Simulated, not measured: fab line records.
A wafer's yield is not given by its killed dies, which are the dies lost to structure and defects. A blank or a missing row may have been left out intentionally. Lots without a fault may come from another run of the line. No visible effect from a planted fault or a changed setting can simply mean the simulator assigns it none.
fab line records    flow n5Finfet
[record] lots = 7  wafers = 19  lastDay = 19
route steps=1938 shown SD_EPI_N@281 SD_EPI_P@295 PASSIVATION@1936
lots with no fault: from the same line, run without faults
startH: start of the lot's first displayed wafer, in hours after the record's first day    waitH: time in hours since the lot's previous step    " as in the row above    L1.1+2: one row covering several wafers at once    - no value, or no start given    * or withheld: withheld    < > ~ a bound
route shown NAME@n: NAME is a module with steps in the file, n the number in the route of the first one    usual: average and standard deviation across the fault-free wafers    same: alike in all rows    chamber/n: place in a boat    sites: each site's reading    _std_site: standard deviation across them    _edge_site: outer sites' mean less inner sites'    radiusMm: how far each site lies from the wafer's centre    mask NAME#n: copy n    behind: the last tool/chamber to shape the wafer    hold: what put the lot on hold/how long, in hours/how the hold closed    device: the transistor (n, p or np) that didn't switch    end of line: the tests these same wafers got at the end of their route    for a step that has no rows: nothing shown but its recipe    killed: dies that structure and defects cost at the first sort, which is not the same as the wafer's yield    map: a wafer's dies, x killed, . not, _ none there
set.NAME: the setting that was run; set.NAME@STEP: the one run at that earlier step    model.NAME: the simulator's own value behind a step, which no gauge read
lots at some steps of the route; a table a step, a row a wafer
services: when a tool's chamber went out of use (startH, in hours from the record's first day, below 0 if earlier), for how many hours, and the reason
[[steps]]
[step N5_SD_EPI_N_SD_RECESS_17]
[recipe] chemistry = HBr/Cl2/O2  targetDepthA = 410  maskMaterial = SOC  timeS = 23.7  btTimeS = 3  pressureMtorr = 10  icpW = 800  biasW = 112  HBr_flow_sccm = 150  Cl2_flow_sccm = 80  O2_flow_sccm = 12
[step N5_SD_EPI_N_STRIP_38]
[recipe] chemistry = N2/H2  powerW = 1000  tempC = 250  h2Frac = 0.65  overashFraction = 0.3  pressureMtorr = withheld  n2FlowSccm = 1750  h2FlowSccm = 3250
[step N5_SD_EPI_N_WET_ETCH_43]
[recipe] chemistry = dHF  dilution = withheld  timeS = 14  target = SiO2  targetDepthA = 15  tempC = 25
[step N5_SD_EPI_N_STRIP_18]
[recipe] chemistry = SPM  timeS = 750  tempC = 130  h2so4H2o2VolRatio = 4
[step N5_SD_EPI_N_SRD_20]
[recipe] dry = ipaMarangoni  doPpb = 5  timeS = 30  tempC = 23  rinseLiquid = diw
[step N5_SD_EPI_N_PRECLEAN_48]
[recipe] chemistry = NF3:NH3  afsCycles = 2  tempC = 30  timeS = 20  sublimationTempC = 180  sublimationTimeS = 60  pressureTorr = 3  rfPowerW = 30
[step N5_SD_EPI_N_VAPOR_ETCH_50]
[recipe] chemistry = HCl  target = Si  tempC = 775  timeS = 54  pressureTorr = 20  mode = isotropic
[step N5_SD_EPI_N_EPI_21]
[recipe] material = Si:P  dopant = P  tempC = 680  pressureTorr = 255  timeS = 690
[step N5_SD_EPI_N_EPI_MEAS_23]
[recipe] mode = xrd
[usual] thkNm = 59.0/1.4
lot.wafer  tool          chamber  startH  waitH  thkNm
L553.4     filmMetro-01  -        83.86   0.6    59.6
L553.5     "             -        "       "      60.2
L553.6     "             -        "       "      59.2
L556.1     filmMetro-01  -        92.79   1.5    55.7
L556.6     "             -        "       "      57.2
L555.1     filmMetro-02  -        97.45   1.9    60.4
L555.5     "             -        "       "      61.8
L557.1     filmMetro-02  -        102.86  1.4    61.0
L557.2     "             -        "       "      57.5
L557.3     "             -        "       "      59.5
L562.3     filmMetro-02  -        133.76  1.2    58.1
L562.4     "             -        "       "      60.6
L562.5     "             -        "       "      59.8
L566.1     filmMetro-02  -        158.01  1.9    58.2
L566.2     "             -        "       "      58.4
L566.5     "             -        "       "      58.3
L569.4     filmMetro-01  -        174.95  0.6    59.5
L569.5     "             -        "       "      59.7
L569.6     "             -        "       "      59.4
[step N5_SD_EPI_N_PRECLEAN_24]
[recipe] chemistry = O3/DIW  timeS = 60  tempC = 22  o3Ppm = 10
[step N5_SD_EPI_N_SRD_25]
[recipe] timeS = 30  tempC = 23  rinseLiquid = diw  dry = ipaMarangoni
[step N5_SD_EPI_N_PRECLEAN_49]
[recipe] chemistry = NF3:NH3  afsCycles = 1  tempC = 30  timeS = 20  sublimationTempC = 180  sublimationTimeS = 60  pressureTorr = 3  rfPowerW = 30
[step N5_SD_EPI_N_LINER_46]
[recipe] material = SiNx  targetThkA = 30  tempC = 400  aldPrecursorFamily = SiH2I2  aldCoReactant = N2/H2-plasma  pressureTorr = 2
[usual] heaterPowerW = 807/99
lot.wafer  tool       chamber  startH  waitH  heaterPowerW  model.SiNx_of_SD_EPI_N_LINER_46.thkNm
L553.4     aldSin-01  0        84.37   0.3    965           3
L553.5     "          2        "       "      821           3
L553.6     "          3        "       "      1030          3
L556.1     aldSin-02  0        93.24   0.3    673           4.2
L556.6     "          2        "       "      713           3
L555.1     aldSin-02  1        97.76   0.2    758           4.2
L555.5     "          0        "       "      682           3
L557.1     aldSin-02  1        103.48  0.5    775           4.2
L557.2     "          2        "       "      717           4.2
L557.3     "          0        "       "      673           3
L562.3     aldSin-01  3        134.07  0.1    974           3
L562.4     "          2        "       "      842           3
L562.5     "          0        "       "      932           3
L566.1     aldSin-03  3        158.32  0.2    764           3
L566.2     "          2        "       "      822           3
L566.5     "          2        "       "      826           3
L569.4     aldSin-02  1        175.25  0.1    755           3
L569.5     "          2        "       "      707           3
L569.6     "          3        "       "      814           3
[step N5_SD_EPI_N_INSPECT_26]
[recipe] inspectInstrument = darkfield  mode = postEpi
[usual] rawDefectCount = 202/38
lot.wafer  tool              chamber  startH  waitH  rawDefectCount
L553.4     defectInspect-01  -        84.62   0.1    157
L553.5     "                 -        "       "      244
L553.6     "                 -        "       "      240
L556.1     defectInspect-02  -        93.49   0.1    268
L556.6     "                 -        "       "      222
L555.1     defectInspect-02  -        98.01   0.1    231
L555.5     "                 -        "       "      198
L557.1     defectInspect-01  -        103.73  0.1    241
L557.2     "                 -        "       "      226
L557.3     "                 -        "       "      266
L562.3     defectInspect-02  -        134.33  0.1    208
L562.4     "                 -        "       "      151
L562.5     "                 -        "       "      239
L566.1     defectInspect-01  -        158.57  0.1    161
L566.2     "                 -        "       "      159
L566.5     "                 -        "       "      226
L569.4     defectInspect-01  -        175.50  0.1    202
L569.5     "                 -        "       "      216
L569.6     "                 -        "       "      266
[step N5_SD_EPI_P_COAT_34]
[recipe] resist = SOC  tempC = 250  timeS = 60  spinRpm = 1500  resistThkNm = 350
[step N5_SD_EPI_P_COAT_35]
[recipe] resist = SiARC  tempC = 220  timeS = 60  spinRpm = 1500  resistThkNm = 35
[step N5_SD_EPI_P_COAT_03]
[recipe] resist = CAR-ArF-block  spinRpm = 1500  resistThkNm = 150
[step N5_SD_EPI_P_EBR_05]
[recipe] solvent = PGMEA  ebrWidthMm = 1.5
[step N5_SD_EPI_P_SOFTBAKE_04]
[recipe] tempC = 110  timeS = 60  resist = CAR-ArF-block
[step N5_SD_EPI_P_EXPOSE_06]
[recipe] maskId = SD_P_BLK  na = 1.35  sourceShape = conventional  sigmaOuter = 0.8  polarization = unpolarized  targetCdNm = 240  doseMj = 39.5
[step N5_SD_EPI_P_PEB_07]
[recipe] pebTempC = 110  pebTimeS = 60  resist = CAR-ArF-block
[step N5_SD_EPI_P_DEVELOP_08]
[recipe] developTimeS = 30  developer = TMAH  resist = CAR-ArF-block  devTempC = 23  rinseLiquid = diw  dry = airSpin
[step N5_SD_EPI_P_CD_MEAS_09]
[recipe] targetCdNm = 240  landingEnergyEv = 500  detector = seInlens
[usual] cdNm = 240.3/0.89
lot.wafer  tool      chamber  startH  waitH  cdNm
L553.4     cdSem-01  0        85.03   -      240.2
L553.5     "         0        "       "      239.9
L553.6     "         0        "       "      240.6
L556.1     cdSem-01  0        93.89   -      240.7
L556.6     "         0        "       "      240.4
L555.1     cdSem-02  0        98.28   -      240.8
L555.5     "         0        "       "      239.2
L557.1     cdSem-02  0        104.12  -      239.7
L557.2     "         0        "       "      240.0
L557.3     "         0        "       "      239.5
L562.3     cdSem-02  0        134.73  -      240.4
L562.4     "         0        "       "      241.0
L562.5     "         0        "       "      241.8
L566.1     cdSem-02  0        158.97  -      239.7
L566.2     "         0        "       "      240.0
L566.5     "         0        "       "      240.7
L569.4     cdSem-03  0        175.90  -      240.6
L569.5     "         0        "       "      239.8
L569.6     "         0        "       "      240.9
[step N5_SD_EPI_P_OVL_MEAS_10]
[recipe] pointsPerWafer = 44
[usual] SD_P_BLK_OVL = 0.3/0.62
lot.wafer  tool        chamber  startH  waitH  SD_P_BLK_OVL[nm]
L553.4     overlay-01  0        85.05   0.0    0.4
L553.5     "           0        "       "      0.6
L553.6     "           0        "       "      0.9
L556.1     overlay-02  0        93.92   0.0    0.8
L556.6     "           0        "       "      1.3
L555.1     overlay-02  0        98.31   0.0    -1.0
L555.5     "           0        "       "      -0.2
L557.1     overlay-02  0        104.16  0.0    0.9
L557.2     "           0        "       "      0.4
L557.3     "           0        "       "      0.8
L562.3     overlay-02  0        134.75  0.0    0.5
L562.4     "           0        "       "      0.0
L562.5     "           0        "       "      1.2
L566.1     overlay-02  0        159.00  0.0    -0.3
L566.2     "           0        "       "      0.7
L566.5     "           0        "       "      0.5
L569.4     overlay-02  0        175.93  0.0    0.2
L569.5     "           0        "       "      0.4
L569.6     "           0        "       "      0.2
[step N5_SD_EPI_P_INSPECT_11]
[recipe] mode = adi  inspectInstrument = macro
[usual] rawDefectCount = 2.2/1.5
lot.wafer  tool              chamber  startH  waitH  rawDefectCount
L553.4     defectInspect-01  -        85.08   0.0    3
L553.5     "                 -        "       "      3
L553.6     "                 -        "       "      6
L556.1     defectInspect-01  -        93.94   0.0    1
L556.6     "                 -        "       "      1
L555.1     defectInspect-01  -        98.34   0.0    1
L555.5     "                 -        "       "      2
L557.1     defectInspect-01  -        104.18  0.0    4
L557.2     "                 -        "       "      2
L557.3     "                 -        "       "      3
L562.3     defectInspect-02  -        134.78  0.0    5
L562.4     "                 -        "       "      5
L562.5     "                 -        "       "      5
L566.1     defectInspect-01  -        159.02  0.0    2
L566.2     "                 -        "       "      2
L566.5     "                 -        "       "      5
L569.4     defectInspect-01  -        175.96  0.0    1
L569.5     "                 -        "       "      2
L569.6     "                 -        "       "      1
[step N5_SD_EPI_P_DESCUM_14]
[recipe] chemistry = O2  timeS = 7.9  sourcePowerW = 50  biasPowerW = 20  pressureMtorr = 20  rfFrequencyHz = 2.712e+07  tempC = 40  resist = CAR-ArF-block  o2FlowSccm = 225
[usual] drypumpMotorCurrentA = 5.7/0.36  oesProductAu = 0.76/0.059  rfVppV = 243.0/1.3  showerheadPlenumPTorr = 2.09/0.071  throttleValvePct = 20.64/0.2
lot.wafer  tool        chamber  startH  waitH  drypumpMotorCurrentA  oesProductAu  rfHoursCounterH  rfVppV  showerheadPlenumPTorr  throttleValvePct
L553.4     rieDiel-03  1        85.11   0.0    5.9                   0.71          227              241.4   1.97                   20.76
L553.5     "           3        "       "      5.5                   0.76          -                243.0   2.11                   20.90
L553.6     "           2        "       "      5.3                   0.79          -                243.2   2.11                   20.74
L556.1     rieDiel-01  2        94.19   0.3    5.5                   0.76          141              245.1   2.17                   20.71
L556.6     "           2        "       "      5.5                   0.76          -                245.1   2.17                   20.69
L555.1     rieDiel-01  0        98.37   0.0    5.7                   0.74          161              243.4   2.11                   20.75
L555.5     "           3        "       "      6.4                   0.74          -                242.5   1.99                   20.41
L557.1     rieDiel-01  3        104.21  0.0    6.4                   0.75          160              241.1   1.99                   20.41
L557.2     "           1        "       "      6.0                   0.75          162              243.5   2.09                   20.64
L557.3     "           2        "       "      5.5                   0.75          145              244.7   2.17                   20.70
L562.3     rieDiel-03  0        134.81  0.0    5.4                   0.75          165              243.9   2.11                   20.58
L562.4     "           2        "       "      5.3                   0.78          130              244.7   2.10                   20.75
L562.5     "           2        "       "      5.4                   0.78          -                243.5   2.10                   20.76
L566.1     rieDiel-03  3        159.05  0.0    5.4                   0.75          190              243.9   2.10                   20.93
L566.2     "           2        "       "      5.4                   0.77          138              243.2   2.10                   20.77
L566.5     "           0        "       "      5.4                   0.75          -                241.7   2.10                   20.60
L569.4     rieDiel-01  1        176.06  0.1    6.0                   0.74          181              244.6   2.08                   20.68
L569.5     "           3        "       "      6.4                   0.72          -                240.1   1.98                   20.46
L569.6     "           0        "       "      5.7                   0.72          -                241.9   2.10                   20.80
[step N5_SD_EPI_P_ETCH_36]
[recipe] chemistry = CF4  target = SiARC  targetDepthA = 455  maskMaterial = CAR-ArF-block  timeS = 75.8  ionEnergyEv = 80  pressureMtorr = 40  sourceW = 545  biasW = 36  Ar_flow_sccm = 100  cf4FlowSccm = 100  ends = cleared
[usual] drypumpMotorCurrentA = 5.7/0.36  etchRfOnTimeS = 75.2/1.5  oesProductAu = 0.65/0.048  rfVppV = 183.9/1.2  showerheadPlenumPTorr = 2.14/0.066  throttleValvePct = 15.80/0.18
lot.wafer  tool        chamber  startH  waitH  drypumpMotorCurrentA  etchRfOnTimeS  oesProductAu  rfHoursCounterH  rfVppV  showerheadPlenumPTorr  throttleValvePct
L553.4     rieDiel-03  1        85.14   0.0    5.9                   74.3           0.62          227              182.8   2.02                   15.99
L553.5     "           3        "       "      5.5                   77.0           0.65          -                184.0   2.14                   15.93
L553.6     "           2        "       "      5.3                   74.9           0.67          -                184.1   2.15                   15.84
L556.1     rieDiel-01  2        94.23   0.0    5.5                   73.8           0.65          141              184.5   2.22                   15.95
L556.6     "           2        "       "      5.5                   74.1           0.66          -                185.7   2.22                   15.95
L555.1     rieDiel-01  0        98.41   0.0    5.7                   73.8           0.64          161              183.9   2.15                   15.82
L555.5     "           3        "       "      6.4                   73.8           0.65          -                182.6   2.05                   15.67
L557.1     rieDiel-01  3        104.25  0.0    6.5                   74.4           0.64          160              182.5   2.05                   15.67
L557.2     "           1        "       "      6.0                   76.5           0.65          162              182.9   2.13                   15.82
L557.3     "           2        "       "      5.5                   73.6           0.65          145              184.0   2.22                   15.97
L562.3     rieDiel-03  0        134.85  0.0    5.4                   75.0           0.64          165              184.9   2.14                   15.67
L562.4     "           2        "       "      5.4                   73.9           0.67          130              184.1   2.14                   15.85
L562.5     "           2        "       "      5.3                   73.8           0.66          -                183.8   2.14                   15.86
L566.1     rieDiel-03  3        159.09  0.0    5.5                   75.3           0.63          190              185.0   2.13                   15.99
L566.2     "           2        "       "      5.4                   73.9           0.66          138              185.2   2.14                   15.88
L566.5     "           0        "       "      5.4                   75.1           0.64          -                183.8   2.14                   15.70
L569.4     rieDiel-01  1        176.09  0.0    6.1                   76.8           0.64          181              184.3   2.13                   15.85
L569.5     "           3        "       "      6.4                   74.5           0.62          -                183.2   2.04                   15.72
L569.6     "           0        "       "      5.8                   75.6           0.62          -                184.3   2.14                   15.88
[step N5_SD_EPI_P_ETCH_37]
[recipe] chemistry = N2/H2  target = SOC  overetchA = 1080  maskMaterial = SiARC  tempC = 40  ionEnergyEv = 100  sourceW = 3000  biasW = 133  pressureMtorr = 20  timeS = 486  n2FlowSccm = 200  h2FlowSccm = 200  ends = endPoint
[step N5_SD_EPI_P_STRIP_38]
[recipe] chemistry = N2/H2  tempC = 40  n2FlowSccm = 200  h2FlowSccm = 200  rfFrequencyHz = 6e+07
[step N5_SD_EPI_P_ETCHBACK_46]
[recipe] chemistry = CH3F/O2  mode = anisotropicEtchback  target = SiNx  targetDepthA = 175  stopOn = SiO2  overEtchFrac = 0.3  ionEnergyEv = 120  pressureMtorr = 30  sourceW = 395  biasW = 73  Ar_flow_sccm = 150  CH3F_flow_sccm = 30  O2_flow_sccm = 20
[step N5_SD_EPI_P_ETCH_47]
[recipe] chemistry = CH3F/O2  target = SiOCN  targetDepthA = 250  maskMaterial = SOC  ionEnergyEv = 60  biasW = 29  pressureMtorr = 30  sourceW = 410  Ar_flow_sccm = 150  CH3F_flow_sccm = 30  O2_flow_sccm = 20
[usual] drypumpMotorCurrentA = 5.7/0.36  oesProductAu = 0.76/0.058  rfVppV = 128.0/1.7  showerheadPlenumPTorr = 1.99/0.065  throttleValvePct = 16.51/0.18
lot.wafer  tool        chamber  startH  waitH  drypumpMotorCurrentA  oesProductAu  rfHoursCounterH  rfVppV  showerheadPlenumPTorr  throttleValvePct
L553.4     rieDiel-03  1        85.63   0.1    5.9                   0.73          227              131.2   1.88                   16.71
L553.5     "           3        "       "      5.5                   0.75          -                125.6   2.00                   16.66
L553.6     "           2        "       "      5.3                   0.79          -                127.6   2.00                   16.54
L556.1     rieDiel-01  2        94.71   0.1    5.5                   0.76          142              128.7   2.07                   16.58
L556.6     "           2        "       "      5.5                   0.76          -                126.1   2.07                   16.58
L555.1     rieDiel-01  0        98.89   0.1    5.7                   0.74          161              128.4   2.01                   16.56
L555.5     "           3        "       "      6.4                   0.75          -                127.4   1.91                   16.33
L557.1     rieDiel-01  3        104.73  0.1    6.4                   0.75          160              129.1   1.90                   16.33
L557.2     "           1        "       "      6.1                   0.76          162              128.0   2.00                   16.56
L557.3     "           2        "       "      5.5                   0.76          145              127.5   2.06                   16.57
L562.3     rieDiel-03  0        135.33  0.1    5.4                   0.76          165              130.1   2.01                   16.44
L562.4     "           2        "       "      5.3                   0.78          130              126.4   2.00                   16.57
L562.5     "           2        "       "      5.3                   0.77          -                127.8   2.00                   16.54
L566.1     rieDiel-03  3        159.57  0.1    5.5                   0.74          190              125.9   1.99                   16.71
L566.2     "           2        "       "      5.3                   0.77          138              128.5   1.99                   16.60
L566.5     "           0        "       "      5.4                   0.75          -                130.1   2.00                   16.43
L569.4     rieDiel-01  1        176.58  0.1    6.0                   0.74          181              129.1   1.99                   16.59
L569.5     "           3        "       "      6.4                   0.74          -                128.7   1.90                   16.37
L569.6     "           0        "       "      5.7                   0.71          -                128.0   2.00                   16.61
[step N5_SD_EPI_P_ETCH_16]
[recipe] chemistry = CHF3/O2  target = SiO2  targetDepthA = 50  maskMaterial = SOC  pressureMtorr = 30  sourceW = 650  biasW = 170  Ar_flow_sccm = 200  CHF3_flow_sccm = 50  O2_flow_sccm = 5  ionEnergyEv = 200
[step N5_SD_EPI_P_STRIP_50]
[recipe] chemistry = CHF3/O2  resist = SiARC  rfFrequencyHz = 6e+07
[step N5_SD_EPI_P_SD_RECESS_17]
[recipe] chemistry = HBr/Cl2/O2  targetDepthA = 391  btTimeS = 3  pressureMtorr = 10  icpW = 800  biasW = 112  HBr_flow_sccm = 150  Cl2_flow_sccm = 80  O2_flow_sccm = 12
[usual] drypumpMotorCurrentA = 5.8/0.45  heBacksideLeakSccm = 2.79/0.26  oesProductAu = 0.999/0.015  throttleValvePct = 36.88/0.26
lot.wafer  tool      chamber  startH  waitH  drypumpMotorCurrentA  heBacksideLeakSccm  oesProductAu  rfHoursCounterH  throttleValvePct
L553.4     rieSi-03  1        85.80   0.0    6.0                   2.98                1.005         193              36.61
L553.5     "         1        "       "      6.0                   2.89                0.989         -                36.61
L553.6     "         2        "       "      6.7                   2.63                0.977         -                37.11
L556.1     rieSi-01  3        94.88   0.0    6.7                   2.57                0.983         5                36.35
L556.6     "         0        "       "      5.7                   2.66                1.001         -                36.76
L555.1     rieSi-01  1        99.06   0.0    5.4                   2.85                1.021         2                37.11
L555.5     "         2        "       "      6.2                   2.62                1.010         -                37.00
L557.1     rieSi-01  1        104.91  0.0    5.4                   2.89                1.014         2                37.10
L557.2     "         2        "       "      6.2                   2.67                1.015         139              36.99
L557.3     "         3        "       "      6.7                   2.51                0.983         6                36.34
L562.3     rieSi-01  1        135.50  0.0    5.5                   2.80                1.022         3                37.07
L562.4     "         0        "       "      5.7                   2.73                1.011         28               36.77
L562.5     "         2        "       "      6.2                   2.57                1.017         -                37.00
L566.1     rieSi-05  3        159.74  0.0    5.3                   3.26                1.013         138              37.17
L566.2     "         0        "       "      5.9                   3.13                0.987         157              36.95
L566.5     "         2        "       "      5.9                   2.42                0.987         -                36.74
L569.4     rieSi-05  0        176.75  0.0    5.9                   3.25                0.982         157              36.93
L569.5     "         2        "       "      5.9                   2.51                0.993         -                36.73
L569.6     "         3        "       "      5.4                   3.37                1.018         -                37.19
[step N5_SD_EPI_P_WET_ETCH_45]
[recipe] chemistry = dHF  dilution = withheld  timeS = 10.7  target = SiO2  targetDepthA = 20  tempC = 25  dry = ipaMarangoni  rinseTimeS = 30  rinseTempC = 23
[step N5_SD_EPI_P_STRIP_40]
[recipe] chemistry = N2/H2  powerW = 1000  tempC = 250  h2Frac = 0.65  overashFraction = 0.3  pressureMtorr = withheld  n2FlowSccm = 1750  h2FlowSccm = 3250
[usual] drypumpMotorCurrentA = 5.42/0.096  heaterPowerW = 337/8.9  oesProductAu = 0.762/0.012
lot.wafer  tool            chamber  startH  waitH  drypumpMotorCurrentA  heaterPowerW  oesProductAu  rfHoursCounterH
L553.4     plasmaAsher-02  0        85.96   0.0    5.42                  349           0.734         -
L553.5     "               0        "       "      5.46                  340           0.754         -
L553.6     "               1        "       "      5.38                  336           0.773         -
L556.1     plasmaAsher-02  0        95.03   0.0    5.48                  342           0.756         86
L556.6     "               0        "       "      5.45                  338           0.743         -
L555.1     plasmaAsher-02  0        99.20   0.0    5.44                  350           0.784         86
L555.5     "               0        "       "      5.43                  346           0.764         -
L557.1     plasmaAsher-02  1        105.05  0.0    5.39                  337           0.773         87
L557.2     "               0        "       "      5.39                  339           0.764         87
L557.3     "               0        "       "      5.39                  341           0.763         -
L562.3     plasmaAsher-02  0        135.66  0.0    5.44                  339           0.758         -
L562.4     "               1        "       "      5.39                  338           0.761         -
L562.5     "               1        "       "      5.41                  327           0.771         -
L566.1     plasmaAsher-02  1        159.89  0.0    5.39                  342           0.767         103
L566.2     "               0        "       "      5.42                  340           0.762         103
L566.5     "               0        "       "      5.43                  343           0.777         -
L569.4     plasmaAsher-01  0        176.92  0.0    5.63                  341           0.768         -
L569.5     "               1        "       "      5.28                  321           0.745         -
L569.6     "               0        "       "      5.61                  340           0.773         -
[step N5_SD_EPI_P_PRECLEAN_52]
[recipe] chemistry = O3/DIW  timeS = 60  tempC = 22  o3Ppm = 10
[step N5_SD_EPI_P_SRD_20]
[recipe] dry = ipaMarangoni  doPpb = 5  timeS = 30  tempC = 23  rinseLiquid = diw
[step N5_SD_EPI_P_PRECLEAN_51]
[recipe] chemistry = NF3:NH3  afsCycles = 1  tempC = 30  timeS = 20  sublimationTempC = 180  sublimationTimeS = 60  pressureTorr = 3  rfPowerW = 30
lot.wafer   tool         chamber  startH  waitH  model.SiNx_of_SD_EPI_N_LINER_46.thkNm
L553.4+5+6  epiRpcvd-04  0        86.19   0.1    2.6
L556.1      epiRpcvd-04  0        95.18   0.0    3.8
L556.6      "            0        "       "      2.6
L555.1      epiRpcvd-01  0        99.36   0.0    3.8
L555.5      "            0        "       "      2.6
L557.1+2    epiRpcvd-01  0        105.21  0.0    3.8
L557.3      "            0        "       "      2.6
L562.3+4+5  epiRpcvd-04  0        135.86  0.1    2.6
L566.1+2+5  epiRpcvd-04  0        160.04  0.0    2.6
L569.4+5+6  epiRpcvd-01  0        177.16  0.1    2.6
[step N5_SD_EPI_P_VAPOR_ETCH_44]
[recipe] chemistry = NF3/Ar  target = SiGe30  tempC = 25  timeS = 3.3  mode = isotropic
[step N5_PASSIVATION_PROBE_49]
[usual] killed_at_M0_to_M3 = 36/11  killed_at_M4_up = 14/5.2  killedAtContacts = 12/6.1  killedAtFrontEnd = 40/12  killedAtOther = 3.2/2.5  killedDies = 105/16  killedOpen = 68/12  killedShort = 35/8.7
[same] grossDies = 1180  killedAtBackSide = 0
lot.wafer  tool       chamber  startH  waitH  killed_at_M0_to_M3  killed_at_M4_up  killedAtContacts  killedAtFrontEnd  killedAtOther  killedDies  killedOpen  killedShort
L553.4     prober-01  -        331.88  0.2    40                  10               13                29                2              94          67          24
L553.5     prober-01  -        331.93  0.2    36                  9                15                56                3              119         80          37
L553.6     prober-01  -        331.98  0.3    25                  13               12                34                0              84          58          26
L555.1     prober-02  -        352.72  0.0    41                  13               21                43                2              120         77          40
L555.5     prober-02  -        352.92  0.2    37                  8                15                26                2              88          68          19
// killed by level:class
L553.4 FIN_SAQP:geometricParticle:open=14 MOL_CONTACT_COAG:geometricParticle:open=12 BEOL_M3:geometricParticle:open=10 BEOL_M0_SAQP:geometricParticle:short=9 BEOL_M0_SAQP:geometricParticle:open=6 BEOL_M2:geometricParticle:open=5 DUMMY_GATE:geometricParticle:open=4 BEOL_M0:geometricParticle:open=4
L553.5 FIN_SAQP:geometricParticle:open=20 BEOL_M1:geometricParticle:open=15 FIN_SAQP:geometricParticle:short=13 MOL_CONTACT_COAG:geometricParticle:open=12 STI_FIN_REVEAL:geometricParticle:open=5 BEOL_M0_SAQP:geometricParticle:open=5 BEOL_M0_SAQP:geometricParticle:short=4 BEOL_M3:geometricParticle:open=4
L553.6 FIN_SAQP:geometricParticle:open=11 MOL_CONTACT_COAG:geometricParticle:open=10 FIN_SAQP:geometricParticle:short=6 STI_FIN_REVEAL:geometricParticle:open=6 BEOL_M4:geometricParticle:open=6 BEOL_M3:geometricParticle:open=5 BEOL_M0_SAQP:geometricParticle:open=5 BEOL_M1:geometricParticle:open=5
L555.1 STI_FIN_REVEAL:geometricParticle:open=16 MOL_CONTACT_COAG:geometricParticle:open=15 BEOL_M0_SAQP:geometricParticle:short=10 BEOL_M2:geometricParticle:open=8 FIN_SAQP:geometricParticle:short=7 DUMMY_GATE:geometricParticle:open=7 BEOL_M0_SAQP:geometricParticle:open=7 BEOL_M3:geometricParticle:open=7
L555.5 MOL_CONTACT_COAG:geometricParticle:open=14 STI_FIN_REVEAL:geometricParticle:open=12 BEOL_M1:geometricParticle:open=10 BEOL_M2:geometricParticle:open=8 BEOL_M0_SAQP:geometricParticle:short=7 BEOL_M0_SAQP:geometricParticle:open=6 DUMMY_GATE:geometricParticle:open=5 BEOL_M3:geometricParticle:open=5
[[services]]
tool            chamber  startH  hours  kind
aldSin-01       1        61.03   4.4    repair
rieSi-01        -        68.66   2.8    pm
rieDiel-03      2        73.79   3.4    repair
aldSin-01       3        76.17   3.8    repair
plasmaAsher-01  -        79.42   4.2    repair
aldSin-01       -        85.44   14.0   pm
rieDiel-03      0        96.09   2.1    repair
epiRpcvd-04     -        106.82  6.0    pm
rieDiel-03      1        123.37  2.8    repair
aldSin-03       -        126.49  14.6   pm
rieDiel-01      1        129.06  5.2    repair
plasmaAsher-01  -        129.65  14.6   pm
rieSi-01        0        142.39  6.1    repair
rieSi-03        3        147.09  4.6    repair
rieDiel-01      1        149.61  2.3    repair
rieDiel-01      2        150.61  2.8    repair
rieDiel-03      1        161.54  -      clean
rieDiel-03      1        161.54  -      consumableReplace:focusRing
rieDiel-03      1        161.54  -      consumableReplace:showerhead
rieDiel-03      1        161.54  15.7   scheduledDown
rieDiel-03      1        161.54  15.7   ventCycle
rieSi-03        0        167.12  1.8    repair
aldSin-02       3        171.92  2.8    repair
aldSin-03       -        176.75  14.0   pm
[[key]]
firstSign none at tools or gauges
[modelEffect] step = N5_SD_EPI_N_LINER_46  value = SiNx_of_SD_EPI_N_LINER_46.thkNm  without = 3  struck = 4.2
[modelEffect] step = N5_SD_EPI_P_PRECLEAN_51  value = SiNx_of_SD_EPI_N_LINER_46.thkNm  without = 2.6  struck = 3.8
metAt N5_SD_EPI_N_LINER_46
struckWafers L555.1,L556.1,L557.1,L557.2
testerLeftOut L555,L556,L557
[fault] kind = processParameterDrift  tool = aldSin-02  chamber = -  onsetH = 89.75  steps = N5_SD_EPI_N_LINER_46  channel = targetThkA  offset = *  shape = step  endH = 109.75  scope = struckWafersOnly  actsIn = *  stated = *
// testerLeftOut: of these lots the tester's yield and bins aren't shown, on N5 and GAA mostly nor the transistor test; their killed dies are dies lost to structure and defects alone, not to doping, threshold or leakage, so they don't give the yield
